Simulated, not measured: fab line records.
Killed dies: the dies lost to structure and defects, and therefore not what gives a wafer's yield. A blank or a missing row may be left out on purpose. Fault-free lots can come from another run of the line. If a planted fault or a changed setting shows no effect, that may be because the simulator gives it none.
fab line records	flow n5Finfet
[record] lots = 5	wafers = 15	lastDay = 19
route steps=1938 shown HKMG_FIN@407 BEOL_M4@1111 PASSIVATION@1936
lots that met no fault: from a run of the same line without faults
startH: hours from the record's first day to the start of the lot's first wafer shown	waitH: hours from the lot's prior step to this one	" repeats the value in the row above	L1.1+2: a row that stands for several wafers	- value missing, or start not given	* or withheld: withheld	< > ~ a bound
route shown NAME@n: a module of which the file shows steps, and the number in the route of the first	usual: the fault-free wafers' mean and standard deviation	same: alike in all rows	chamber/n: place in a boat	sites: the reading at each site	_std_site: the standard deviation of these	_edge_site: the outer-site mean with the inner-site mean subtracted	radiusMm: how far each site lies from the wafer's centre	mask NAME#n: copy n	behind: the most recent tool/chamber to have shaped the wafer	hold: why the lot was held/for how many hours/how that ended	device: whichever transistor did not switch (one of n, p or np)	end of line: the tests these same wafers got at the end of their route	a step without rows: its recipe alone	killed: not the wafer's yield, but the dies lost to structure and defects at the first sort	map: per-die view of a wafer (x killed, . not killed, _ where there is no die)
set.NAME: setting as actually run; set.NAME@STEP: the setting as run at that earlier step	model.NAME: the simulator's own value behind a step, which no gauge read
a table for each step, a row for each wafer; lots at some steps of the route
services: a tool's chamber out of use, with start hour (startH, from the record's first day; less than 0 if before it), hours out, and reason
[[steps]]
[step N5_HKMG_FIN_STRIP_93]
[recipe] chemistry = N2/H2	material = SOC	timeS = 20	powerW = 500	tempC = 40	pressureMtorr = 50	rfFrequencyHz = 6e+07	biasPowerW = 8	h2Frac = 0.5	n2FlowSccm = 300	h2FlowSccm = 300
[usual] drypumpMotorCurrentA = 5.5/0.39	oesProductAu = 0.81/0.084	rfVppV = 54.2/0.86	showerheadPlenumPTorr = 3.42/0.088	throttleValvePct = 18.9/0.31
lot.wafer	tool	chamber	startH	waitH	drypumpMotorCurrentA	oesProductAu	rfHoursCounterH	rfVppV	showerheadPlenumPTorr	throttleValvePct
L389.4	rieDiel-02	3	135.58	0.2	5.1	0.75	159	55.1	3.49	18.7
L389.5	"	2	"	"	5.5	0.74	-	52.3	3.34	18.7
L389.6	"	3	"	"	5.1	0.76	-	53.2	3.49	18.7
L392.1	rieDiel-04	2	157.71	0.2	5.4	0.88	61	55.4	3.41	19.1
L392.4	"	0	"	"	5.7	0.73	-	54.1	3.32	18.8
L392.6	"	2	"	"	5.5	0.88	-	53.6	3.41	19.1
L393.1	rieDiel-04	3	163.07	0.2	5.6	0.87	45	55.8	3.41	18.9
L393.2	"	1	"	"	5.4	0.92	29	55.8	3.29	19.2
L393.6	"	0	"	"	5.8	0.72	-	54.5	3.31	18.8
L400.1	rieDiel-01	2	210.96	0.2	6.1	0.86	62	53.4	3.54	18.7
L400.2	"	0	"	"	5.3	0.86	70	54.0	3.53	18.8
L400.3	"	1	"	"	5.9	0.68	231	53.7	3.45	19.3
L401.2	rieDiel-01	0	214.13	0.2	5.3	0.86	70	54.6	3.53	18.8
L401.4	"	3	"	"	5.7	0.88	54	52.6	3.28	18.7
L401.5	"	3	"	"	5.7	0.87	-	53.1	3.28	18.7
[step N5_HKMG_FIN_WET_ETCH_76]
[recipe] chemistry = dNH4OH	mix = 1:50	tempC = 25	target = Al2O3	stopOn = La2O3	targetDepthNm = 2.25	dry = ipaMarangoni	rinseTimeS = 30	rinseTempC = 23
[step N5_HKMG_FIN_STRIP_60]
[recipe] chemistry = N2/H2	powerW = 2500	tempC = 300	h2Frac = 0.65	timeS = 360	pressureMtorr = withheld	n2FlowSccm = 1750	h2FlowSccm = 3250
[usual] drypumpMotorCurrentA = 6.0/0.54	heaterPowerW = 452/44
lot.wafer	tool	chamber	startH	waitH	drypumpMotorCurrentA	heaterPowerW	rfHoursCounterH
L389.4	plasmaAsher-02	0	135.85	0.1	6.6	417	-
L389.5	"	1	"	"	5.4	417	-
L389.6	"	0	"	"	6.6	413	-
L392.1	plasmaAsher-01	1	157.87	0.0	5.6	515	101
L392.4	"	0	"	"	6.5	435	-
L392.6	"	1	"	"	5.6	520	-
L393.1	plasmaAsher-01	1	163.22	0.0	5.6	522	103
L393.2	"	0	"	"	6.5	430	103
L393.6	"	0	"	"	6.5	439	-
L400.1	plasmaAsher-01	1	211.11	0.0	5.6	528	117
L400.2	"	0	"	"	6.5	447	117
L400.3	"	1	"	"	5.6	520	-
L401.2	plasmaAsher-02	0	214.29	0.0	6.7	411	58
L401.4	"	1	"	"	5.4	419	-
L401.5	"	1	"	"	5.4	420	-
[step N5_HKMG_FIN_WET_ETCH_77]
[recipe] chemistry = dHCl	mix = 1:10000	tempC = 25	target = La2O3	stopOn = HfO2	targetDepthNm = 2
[step N5_HKMG_FIN_WET_ETCH_78]
[recipe] chemistry = dNH4OH	mix = 1:50	tempC = 25	target = Al2O3	stopOn = La2O3	targetDepthNm = 4.5	dry = ipaMarangoni	rinseTimeS = 30	rinseTempC = 23
[step N5_HKMG_FIN_ALD_79]
[recipe] material = TiN	targetThkA = 15	tempC = 400	aldPrecursorFamily = TiCl4	aldCoReactant = NH3	pulseTimeS = 1	purgeTimeS = 3	coReactantPurgeTimeS = 2	coReactantPulseTimeS = 2	aldCycles = 68	pressureTorr = 3
[usual] heaterPowerW = 928/85	precursorPulseHeightRel = 0.999/0.019	susceptorTempC = 400.02/0.23
lot.wafer	tool	chamber	startH	waitH	heaterPowerW	precursorPulseHeightRel	susceptorTempC
L389.4	aldMetal-01	2	136.22	0.0	864	0.989	400.05
L389.5	"	3	"	"	782	1.002	399.68
L389.6	"	2	"	"	858	0.978	399.91
L392.1	aldMetal-01	2	158.37	0.0	891	1.016	400.33
L392.4	"	0	"	"	926	0.996	400.04
L392.6	"	1	"	"	1081	0.968	400.10
L393.1	aldMetal-02	0	163.71	0.0	838	1.027	400.15
L393.2	"	1	"	"	801	0.974	400.19
L393.6	"	0	"	"	841	1.013	400.15
L400.1	aldMetal-03	3	211.60	0.0	1001	1.001	399.79
L400.2	"	2	"	"	926	1.003	400.16
L400.3	"	0	"	"	996	1.013	400.31
L401.2	aldMetal-02	1	214.78	0.0	831	0.993	400.10
L401.4	"	3	"	"	993	0.997	400.07
L401.5	"	3	"	"	985	1.005	400.19
[step N5_HKMG_FIN_CVD_62]
[recipe] material = a-Si	targetThkA = 30	tempC = 500	precursor = Si2H6	pressureTorr = 1	timeS = 20.8
[usual] heaterPowerW = 1388/100
lot.wafer	tool	chamber	startH	waitH	heaterPowerW
L389.4	thermalCvdSi-02	2	136.63	0.2	1385
L389.5	"	0	"	"	1502
L389.6	"	1	"	"	1213
L392.1	thermalCvdSi-01	0	158.73	0.2	1562
L392.4	"	2	"	"	1255
L392.6	"	0	"	"	1512
L393.1	thermalCvdSi-02	0	164.07	0.2	1509
L393.2	"	1	"	"	1270
L393.6	"	1	"	"	1260
L400.1	thermalCvdSi-01	0	211.96	0.2	1536
L400.2	"	2	"	"	1236
L400.3	"	1	"	"	1449
L401.2	thermalCvdSi-02	2	215.14	0.2	1426
L401.4	"	1	"	"	1259
L401.5	"	0	"	"	1484
[step N5_HKMG_FIN_RTA_80]
[recipe] tempC = withheld	timeS = 2	ambient = N2	idleTempC = 600	rampUpCPerS = 150	rampDownCPerS = 60	coolToC = 600
[step N5_HKMG_FIN_PRECLEAN_64]
[recipe] chemistry = dHF	timeS = 30	tempC = 25	dilution = withheld
[step N5_HKMG_FIN_WET_ETCH_65]
[recipe] chemistry = TMAH	tempC = 70	concWtPct = 5	target = a-Si	stopOn = TiN	timeS = 49	targetDepthNm = 3
[step N5_HKMG_FIN_WET_ETCH_81]
[recipe] chemistry = SC1	target = TiN	stopOn = HfO2	mix = 1:1:5	tempC = 60	timeS = 57	targetDepthNm = 6
[step N5_HKMG_FIN_WET_ETCH_82]
[recipe] chemistry = dHCl	mix = 1:10000	tempC = 25	target = La2O3	stopOn = HfO2	targetDepthNm = 2	dry = ipaMarangoni	rinseTimeS = 30	rinseTempC = 23
[step N5_HKMG_FIN_ALD_36]
[recipe] material = TiN	targetThkA = 10	tempC = 400	aldPrecursorFamily = TiCl4	aldCoReactant = NH3	pulseTimeS = 1	purgeTimeS = 3	coReactantPurgeTimeS = 2	coReactantPulseTimeS = 2	aldCycles = 47	pressureTorr = 3
[usual] heaterPowerW = 938/84	precursorPulseHeightRel = 1.001/0.02	susceptorTempC = 400.01/0.23
lot.wafer	tool	chamber	startH	waitH	heaterPowerW	precursorPulseHeightRel	susceptorTempC
L389.4	aldMetal-02	3	137.03	0.0	999	0.988	399.99
L389.5	"	2	"	"	908	1.003	400.01
L389.6	"	3	"	"	1006	1.010	399.78
L392.1	aldMetal-03	2	159.14	0.0	924	1.004	399.97
L392.4	"	1	"	"	974	1.019	400.14
L392.6	"	2	"	"	936	1.014	400.29
L393.1	aldMetal-03	2	164.47	0.0	935	0.991	399.73
L393.2	"	0	"	"	1090	1.051	412.73
L393.6	"	1	"	"	997	1.018	400.06
L400.1	aldMetal-02	2	212.49	0.0	909	1.015	400.21
L400.2	"	3	"	"	978	0.990	399.64
L400.3	"	1	"	"	818	0.980	399.93
L401.2	aldMetal-01	0	215.67	0.0	938	0.987	400.22
L401.4	"	2	"	"	881	0.986	399.82
L401.5	"	0	"	"	942	1.001	400.11
[step N5_HKMG_FIN_THK_MEAS_70]
[recipe] thkMeasGauge = xrf	reads = HfO2_of_HKMG_FIN_HK_ALD_01
[usual] HK_THK = 1.599/0.017
lot.wafer	tool	chamber	startH	waitH	HK_THK[nm]
L389.4	filmMetro-02	-	137.31	0.2	1.567
L389.5	"	-	"	"	1.567
L389.6	"	-	"	"	1.560
L392.1	filmMetro-01	-	159.42	0.2	1.597
L392.4	"	-	"	"	1.628
L392.6	"	-	"	"	1.586
L393.1	filmMetro-02	-	164.75	0.2	1.619
L393.2	"	-	"	"	1.611
L393.6	"	-	"	"	1.584
L400.1	filmMetro-01	-	212.77	0.2	1.586
L400.2	"	-	"	"	1.612
L400.3	"	-	"	"	1.595
L401.2	filmMetro-01	-	215.95	0.2	1.614
L401.4	"	-	"	"	1.590
L401.5	"	-	"	"	1.597
[step N5_BEOL_M4_RC_MEAS_101]
[usual] DIBL_N = 36.2/1.2	DIBL_P = 36.3/1.3	IOFF_N = 0.155/0.019	IOFF_P = 0.210/0.029	ION_N = 677/8.6	ION_P = 465/6.8	SS_N = 71.4/0.48	SS_P = 73.2/0.53	VT_N = 249.9/2.4	VT_P = -250/3.2
lot.wafer	tool	chamber	startH	waitH	DIBL_N[mV/V]	DIBL_P[mV/V]	IOFF_N[nA/um]	IOFF_P[nA/um]	ION_N[uA/um]	ION_P[uA/um]	SS_N[mV/dec]	SS_P[mV/dec]	VT_N[mV]	VT_P[mV]
L389.4	prober-01	0	254.03	0.5	36.9	36.8	0.174	0.242	679	470	71.8	73.6	248.2	-248
L389.5	"	0	"	"	37.3	37.2	0.191	0.256	685	471	71.7	74.4	246.6	-248
L389.6	"	0	"	"	34.5	34.0	0.137	0.197	658	461	71.2	72.6	249.8	-251
L393.1	prober-01	0	265.34	0.0	36.1	37.4	0.172	0.262	693	477	70.8	73.1	246.9	-245
L393.2	"	0	"	"	36.1	37.2	0.172	0.277	685	479	71.6	72.7	249.3	-243
L393.6	"	0	"	"	35.6	35.8	0.153	0.229	679	465	71.8	72.3	249.8	-249
L392.1	prober-02	0	273.84	0.0	35.1	36.7	0.160	0.221	682	470	71.5	73.3	252.5	-247
L392.4	"	0	"	"	37.0	39.0	0.188	0.257	686	467	71.8	73.4	249.3	-247
L392.6	"	0	"	"	35.7	37.1	0.155	0.215	681	468	71.5	73.6	251.6	-249
L401.2	prober-02	0	322.93	0.2	35.8	33.9	0.136	0.171	666	457	71.1	72.9	251.7	-254
L401.4	"	0	"	"	36.1	33.6	0.143	0.177	672	460	71.0	73.5	252.1	-252
L401.5	"	0	"	"	34.6	32.5	0.121	0.152	661	452	70.6	72.2	253.8	-256
L400.1	prober-02	0	329.04	0.0	36.2	35.4	0.151	0.202	671	464	71.4	73.1	249.5	-252
L400.2	"	0	"	"	35.7	35.3	0.148	0.196	665	455	71.2	72.5	251.8	-252
L400.3	"	0	"	"	38.5	37.9	0.202	0.232	680	461	72.1	74.5	247.8	-252
[step N5_PASSIVATION_PROBE_49]
[usual] defectLimitedYield = 91.2/1.4	killed_at_M0_to_M3 = 34/10	killed_at_M4_up = 13/5.1	killedAtContacts = 12/6.5	killedAtFrontEnd = 41/11	killedAtOther = 4/3.3	killedDies = 104/16	killedOnRim = 14/3.9	killedOpen = 69/13	killedShort = 33/7	sort_bin_5_function = 5.1/0.91	sort_bin_6_memory = 3.3/0.69	sortNPass = 1076/16	sortYieldPct = 91.2/1.4
[same] grossDies = 1180	killedAtBackSide = 0	sort_bin_4_leakage[%] = 0	sort_bin_8_speed[%] = 0
lot.wafer	tool	chamber	startH	waitH	defectLimitedYield[%]	killed_at_M0_to_M3	killed_at_M4_up	killedAtContacts	killedAtFrontEnd	killedAtOther	killedDies	killedOnRim	killedOpen	killedShort	sort_bin_5_function[%]	sort_bin_6_memory[%]	sortNPass	sortYieldPct[%]
L389.4	prober-02	-	356.74	0.2	91.0	42	12	5	46	1	106	8	63	37	4.8	3.2	1074	91.0
L389.5	prober-02	-	356.79	0.2	91.0	35	24	15	32	0	106	10	72	34	5.3	3.5	1074	91.0
L389.6	prober-02	-	356.84	0.3	91.0	33	15	17	40	1	106	15	89	17	6.1	2.8	1074	91.0
L392.1	prober-02	-	370.89	0.0	93.6	26	6	7	35	2	76	5	48	24	3.5	2.7	1104	93.6
L392.4	prober-02	-	371.04	0.2	91.9	26	9	11	49	1	96	13	58	37	4.7	3.0	1084	91.9
L392.6	prober-02	-	371.14	0.3	93.6	10	6	3	54	3	76	11	45	29	3.9	2.5	1104	93.6
L393.1	prober-02	-	371.32	0.0	92.1	26	6	5	48	8	93	8	62	31	4.7	3.0	1087	92.1
// killed by level:class
L389.4 BEOL_M1:geometricParticle:open=13 BEOL_M0_SAQP:geometricParticle:short=11 FIN_SAQP:geometricParticle:short=10 STI_FIN_REVEAL:geometricParticle:open=8 BEOL_M0_SAQP:geometricParticle:open=8 FIN_SAQP:geometricParticle:open=7 BEOL_M4:geometricParticle:open=6 HKMG_FIN:areaEtch=6
L389.5 BEOL_M4:geometricParticle:open=14 BEOL_M3:geometricParticle:open=12 MOL_CONTACT_COAG:geometricParticle:open=11 FIN_SAQP:geometricParticle:short=7 BEOL_M1:geometricParticle:open=6 FIN_SAQP:geometricParticle:open=5 STARTING-WAFER:geometricParticle:short=5 STI_FIN_REVEAL:geometricParticle:open=4
L389.6 MOL_CONTACT_COAG:geometricParticle:open=16 STI_FIN_REVEAL:geometricParticle:open=12 BEOL_M4:geometricParticle:open=12 BEOL_M3:geometricParticle:open=11 BEOL_M2:geometricParticle:open=9 FIN_SAQP:geometricParticle:open=6 BEOL_M0_SAQP:geometricParticle:open=6 DUMMY_GATE:geometricParticle:open=4
L392.1 BEOL_M0_SAQP:geometricParticle:open=12 FIN_SAQP:geometricParticle:short=11 STI_FIN_REVEAL:geometricParticle:open=8 BEOL_M3:geometricParticle:open=5 MOL_CONTACT_COAG:geometricParticle:open=4 MOL_CONTACT_COAG:geometricParticle:short=3 BEOL_M0_SAQP:geometricParticle:short=3 STARTING-WAFER:geometricParticle:open=3
L392.4 FIN_SAQP:geometricParticle:short=16 FIN_SAQP:geometricParticle:open=11 BEOL_M3:geometricParticle:open=9 STI_FIN_REVEAL:geometricParticle:open=7 MOL_CONTACT_COAG:geometricParticle:open=7 BEOL_M0:geometricParticle:open=5 MOL_CONTACT_COAG:geometricParticle:short=4 BEOL_M0_SAQP:geometricParticle:open=4
L392.6 STI_FIN_REVEAL:geometricParticle:open=20 FIN_SAQP:geometricParticle:short=10 FIN_SAQP:geometricParticle:open=5 GATE_CUT:geometricParticle:short=4 STARTING-WAFER:geometricParticle:open=4 BEOL_M0_SAQP:geometricParticle:short=3 DUMMY_GATE:geometricParticle:open=2 SDB:geometricParticle:short=2
L393.1 STI_FIN_REVEAL:geometricParticle:open=16 FIN_SAQP:geometricParticle:open=8 GATE_CUT:geometricParticle:short=8 BEOL_M3:geometricParticle:open=8 BEOL_M2:geometricParticle:open=6 BEOL_M3:geometricParticle:short=5 STARTING-WAFER:geometricParticle:short=5 MOL_CONTACT_COAG:geometricParticle:open=4
[[services]]
tool	chamber	startH	hours	kind
rieDiel-02	0	113.52	7.3	repair
rieDiel-01	1	136.85	10.3	repair
rieDiel-02	1	137.28	9.5	repair
rieDiel-04	3	144.66	14.2	repair
rieDiel-02	-	159.50	1.4	repair
plasmaAsher-02	-	178.96	28.1	pm
rieDiel-01	0	183.85	7.7	repair
aldMetal-03	-	186.55	8.7	pm
thermalCvdSi-02	-	190.15	1.2	repair
rieDiel-02	3	195.74	3.8	repair
rieDiel-04	1	207.48	14.3	repair
rieDiel-04	-	209.64	0.6	repair
aldMetal-01	3	213.32	10.2	repair
[[key]]
[firstSign] step = N5_HKMG_FIN_ALD_36	reading = susceptorTempC	direction = up	sigmas = 55	usual = *	struck = *
effect none on later readings
metAt N5_HKMG_FIN_ALD_36
struckWafers L393.2
[fault] kind = processParameterDrift	tool = aldMetal-03	chamber = 0	onsetH = 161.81	steps = N5_HKMG_FIN_ALD_36	channel = tempC	offset = *	shape = step	endH = 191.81	actsIn = *	stated = *
